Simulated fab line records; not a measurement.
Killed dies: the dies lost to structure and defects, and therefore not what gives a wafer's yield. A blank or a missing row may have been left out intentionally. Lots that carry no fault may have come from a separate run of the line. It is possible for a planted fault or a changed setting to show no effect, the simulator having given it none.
A struck lot beside a sound one ; flow n5Finfet ; 15 steps out of a route of 1938
Sound: the wafers L976.2, L976.3, L976.5. Wafers struck: L971.2, L971.3, L971.5. The cause is given at the end.
Order at every step that has rows: each side's tool, ch and its chambers, its first start. Under that, the readings that differ: sound wafers ; struck wafers ; difference of the means ; sigmas: that difference in standard deviations of wafers without a fault.
alike: words and numbers the same on both sides, and readings whose means are apart by under 2 such deviations; not compared: readings that were withheld, readings missing a value for some wafer, numbers with overlapping values and no deviation given by the record, and bounds like >300 which may hide the same value.
Wherever a step has rows on one side only, a row that says differs or no value, or a row with sigmas, the two part there. Non-overlapping numbers with no deviation appear without sigmas and do not part them. Lack of a reading on every wafer of one side parts them only where that side has two or more wafers.

N5_MOL_CONTACT_COAG_CD_MEAS_08: the cd target is 28 nm.
  sound on cdSem-01 ch 0, day 8 12:14; struck on cdSem-02 ch 0, day 6 23:29
  alike: cdNm
N5_MOL_CONTACT_COAG_OVL_MEAS_09:
  sound on overlay-02 ch 0, day 8 12:17; struck on overlay-01 ch 0, day 6 23:32
  alike: CA_OVL
N5_MOL_CONTACT_COAG_INSPECT_10: inspects for defects (brightfield).
  sound: defectInspect-01 at day 8 12:20; struck: defectInspect-01 at day 6 23:35
  alike: rawDefectCount
N5_MOL_CONTACT_COAG_DESCUM_13: chemistry O2, time 7 s.
  sound on rieDiel-01 ch 0,2,3, day 8 13:28; struck on rieDiel-03 ch 0,2, day 6 23:37
  alike: chamberPressureMTorr, drypumpMotorCurrentA, oesProductAu, rfVppV, showerheadPlenumPTorr, tempC, throttleValvePct
  not compared: rfHoursCounterH
N5_MOL_CONTACT_COAG_ETCH_59: etches underlayer in N2/H2, target depth 13 nm, time 10.4 s.
  sound on rieDiel-01 ch 0,2,3, day 8 13:29; struck on rieDiel-03 ch 0,2, day 6 23:39
  alike: biasW, chamberPressureMTorr, drypumpMotorCurrentA, etchRfOnTimeS, oesProductAu, rfVppV, showerheadPlenumPTorr, throttleValvePct
  not compared: rfHoursCounterH
then, 1 step without rows for these wafers: N5_MOL_CONTACT_COAG_ETCH_105 (etches SiARC in CF4, target depth 15.6 nm, time 26 s).
N5_MOL_CONTACT_COAG_ETCH_106: etches SOC in N2/H2, target depth 80 nm, overetch 16 nm, time 120 s.
  sound on rieDiel-01 ch 0,2,3, day 8 13:32; struck on rieDiel-03 ch 0,2, day 6 23:42
  alike: biasW, chamberPressureMTorr, drypumpMotorCurrentA, oesProductAu, rfVppV, showerheadPlenumPTorr, tempC, throttleValvePct
  not compared: rfHoursCounterH
then, 2 steps without rows for these wafers: N5_MOL_CONTACT_COAG_STRIP_107 (strips in N2/H2); N5_MOL_CONTACT_COAG_STRIP_108 (strips in N2/H2).
N5_MOL_CONTACT_COAG_CONTACT_ETCH_14: etches SiO2 in C4F6/O2, target depth 27.5 nm, overetch 8.5 nm, time 20 s.
  sound on rieDiel-01 ch 0,2,3, day 8 13:38; struck on rieDiel-03 ch 0,2, day 6 23:48
  alike: biasW, chamberPressureMTorr, drypumpMotorCurrentA, oes_f_703_au, oesProductAu, rfVppV, showerheadPlenumPTorr, throttleValvePct
  not compared: rfHoursCounterH
then, 1 step without rows for these wafers: N5_MOL_CONTACT_COAG_STRIP_109 (strips in C4F6/O2).
N5_MOL_CONTACT_COAG_ETCH_15: etches SiNx in CH3F/O2, stops on Si:P, target depth 7 nm.
  sound on rieDiel-01 ch 0,2,3, day 8 13:40; struck on rieDiel-03 ch 0,2, day 6 23:50
reading;sound;struck;difference;sigmas
chamberPressureMTorr (mTorr);29.943 29.985 29.973;30.040 30.022 30.007;+0.056;+2
  alike: biasW, drypumpMotorCurrentA, oes_f_703_au, oesProductAu, rfVppV, showerheadPlenumPTorr, throttleValvePct
  not compared: rfHoursCounterH
N5_MOL_CONTACT_COAG_ETCH_110: etches Si in CF4/O2, target depth 2.5 nm, time 8 s.
  sound on rieDiel-01 ch 0,2,3, day 8 13:44; struck on rieDiel-03 ch 0,2, day 6 23:53
reading;sound;struck;difference;sigmas
biasW (W);11.98 11.96 11.93;13.60 13.66 13.62;+1.67;+42
rfVppV (V);128.4 125.2 128.9;139.5 140.8 140.1;+12.6;+7
model.etch.depthNm (nm);2.504 2.536 2.496;2.614 2.636 2.609;+0.108;
  alike: chamberPressureMTorr, drypumpMotorCurrentA, oes_f_703_au, oesProductAu, showerheadPlenumPTorr, throttleValvePct
  not compared: rfHoursCounterH
then, 2 steps without rows for these wafers: N5_MOL_CONTACT_COAG_STRIP_98 (strips in N2/H2); N5_PASSIVATION_PROBE_49.

## WHERE THEY PART
At N5_MOL_CONTACT_COAG_ETCH_15 first; at N5_MOL_CONTACT_COAG_ETCH_110 last (within this record only).

WHY: what had been put in by the simulator
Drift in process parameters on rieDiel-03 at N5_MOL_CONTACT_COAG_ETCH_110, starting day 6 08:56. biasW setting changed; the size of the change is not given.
